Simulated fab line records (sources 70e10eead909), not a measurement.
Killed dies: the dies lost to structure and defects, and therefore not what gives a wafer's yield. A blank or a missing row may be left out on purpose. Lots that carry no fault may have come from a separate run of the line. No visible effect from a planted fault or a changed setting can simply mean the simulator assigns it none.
Chamber matching	flow nand-harc	3 sister chambers for NHARC_P_M1_DEP_33 on pecvd-01
The step deposits SiCN, target thk 30 nm. 3 wafers are shown with their chamber, then 10 later ones without.

WAFERS PAIRED WITH THEIR CHAMBERS
wafer	chamber	heater-power-w (W)
L083.6	2	663
L085.2	1	578
L085.3	0	594

WAFERS WHOSE CHAMBER IS MISSING
wafer	heater-power-w (W)
L085.6	594
L088.2	576
L088.5	585
L088.6	663
L092.2	617
L092.4	510
L092.6	617
L097.1	599
L097.3	702
L097.5	698

EACH ONE'S CHAMBER
wafer	from the rows above	in truth
L085.6	can't be placed: 0 or 1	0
L088.2	can't be placed: 1 or 0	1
L088.5	can't be placed: 1 or 0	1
L088.6	2	2
L092.2	can't be placed: 0 or 1 or 2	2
L092.4	can't be placed: 1 or 0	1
L092.6	can't be placed: 0 or 1 or 2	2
L097.1	can't be placed: 0 or 1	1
L097.3	2	2
L097.5	2	2
Placed correctly: 3 of 10. Can't be placed from these rows: 7 (the true chamber is among the candidates in 7). 0 placed wrongly.
How it was worked out, from the rows above alone: a wafer's distance from a chamber is the root of the sum, over the readings, of the square of ((its reading less the chamber's mean) divided by the reading's scatter). If the next closest chamber is less than 2 further off than the closest, the wafer can't be placed; otherwise it belongs to the closest. For every chamber, the mean is computed from those of its wafers that are shown. The scatter: with one shown wafer a chamber, the root of the mean of the squares of how far each hidden wafer lies from its nearest shown one.
